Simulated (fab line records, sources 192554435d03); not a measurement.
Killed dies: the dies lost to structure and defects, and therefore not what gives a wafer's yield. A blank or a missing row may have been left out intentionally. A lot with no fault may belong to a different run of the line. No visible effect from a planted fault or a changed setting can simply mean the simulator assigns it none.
3 desks, one fault -- flow n5-finfet -- every desk sees just its own numbers, and what lay behind them comes last

## THE TOOL OWNER'S DESK: pecvd-02
The tool's own readings at N5_BEOL_M15_ILD_DEP_00 (deposits SiO2 from TEOS/O2, target thk 1629.3 nm, time 346.1 s): means of the sampled wafers that have a number, for each lot that ran on this tool. Marked OUT: a lot whose mean sits more than 4 standard deviations from the usual mean, which makes it out of limits; the brackets give that distance.
Columns: A = heater-power-w at N5_BEOL_M15_ILD_DEP_00, usual 557 W; B = run-length-s at N5_BEOL_M15_ILD_DEP_00, usual 388.7 s; C = showerhead-plenum-p-Torr at N5_BEOL_M15_ILD_DEP_00, usual 8.35 Torr; D = throttle-valve-pct at N5_BEOL_M15_ILD_DEP_00, usual 18.8 %
lot,first seen here,A,B,C,D
L733,day 11 06:13,566,388.5,8.35,18.7
L734,day 11 19:41,616,388.0,8.38,18.9
L739,day 13 12:10,565,347.5 (-56) OUT,8.38,18.1
L741,day 13 19:47,589,347.6 (-56) OUT,8.34,18.6
L740,day 13 22:46,525,361.3 (-38) OUT,8.39,18.3
L752,day 17 19:03,501,388.1,8.37,18.1
This desk finds L739, L740, L741 out of limits, L739 being first, at day 13 12:10 (run-length-s at N5_BEOL_M15_ILD_DEP_00). L733, L734, L752: within limits.

## METROLOGY DESK
What the gauges read, lot by lot, whatever tool the lot ran on: means of the sampled wafers that have a number. Marked OUT: a lot whose mean sits more than 4 standard deviations from the usual mean, which makes it out of limits; the brackets give that distance.
Columns: A = M15_ILD_THK at N5_BEOL_M15_THK_MEAS_01, usual 1634 nm; B = cd-nm at N5_BEOL_M15_CD_MEAS_17, usual 360.9 nm
lot,first seen here,A,B
L730,day 11 05:13,1626,359.1
L733,day 11 06:28,1645,361.5
L734,day 11 20:03,1607,359.5
L739,day 13 12:25,1448 (-9.3) OUT,359.1
L741,day 13 20:02,1447 (-9.3) OUT,358.4
L740,day 13 23:01,1495 (-6.9) OUT,359.0
L744,day 14 18:04,1642,360.4
L750,day 16 09:18,1660,360.1
L751,day 17 02:51,1645,361.0
L753,day 17 17:33,1628,360.6
L752,day 17 19:18,1613,361.3
This desk reports L739, L740, L741 out of limits; the earliest was L739 at day 13 12:25 (M15_ILD_THK at N5_BEOL_M15_THK_MEAS_01). L730, L733, L734, L744, L750, L751, L753, L752: within limits.

## THE DEFECT DESK
Counts from the inspections along the route, per lot, as means over the sampled wafers that have a number. Marked OUT: a lot whose mean sits more than 4 standard deviations from the usual mean, which makes it out of limits; the brackets give that distance.
Columns: A = raw-defect-count at N5_BEOL_M14_INSPECT_30, usual 1.9
lot,first seen here,A
L730,day 11 00:25,1.7
L733,day 11 01:59,2.3
L734,day 11 14:47,1.3
L739,day 13 08:44,4.5
L741,day 13 16:37,0.5
L740,day 13 19:17,2.3
L744,day 14 13:28,4.0
L750,day 16 04:40,0.7
L751,day 16 17:06,2.0
L753,day 17 10:07,1.3
L752,day 17 12:02,2.3
Result from this desk: across the 11 lots, nothing is out of limits.

## BROUGHT TOGETHER
On L739, L740, L741, at day 13 12:10, an alarm was possible from the tool owner's desk.
At day 13 12:25 the metrology desk could have sounded an alarm, on L739, L740, L741.
No out-of-limits result turned up at the defect desk.
The defect desk has L739, L740, L741 on record, within its limits.
The lots listed all ran N5_BEOL_M15_ILD_DEP_00 on pecvd-02.

## WHAT HAD BEEN PUT IN BY THE SIMULATOR
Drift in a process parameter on pecvd-02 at N5_BEOL_M15_ILD_DEP_00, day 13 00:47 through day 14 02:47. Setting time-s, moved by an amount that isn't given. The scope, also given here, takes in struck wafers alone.
Lots struck among those shown: L739, L740, L741.
Hours from the fault's start to each desk's first reading out of limits: the tool owner's desk, 11; the metrology desk, 12.
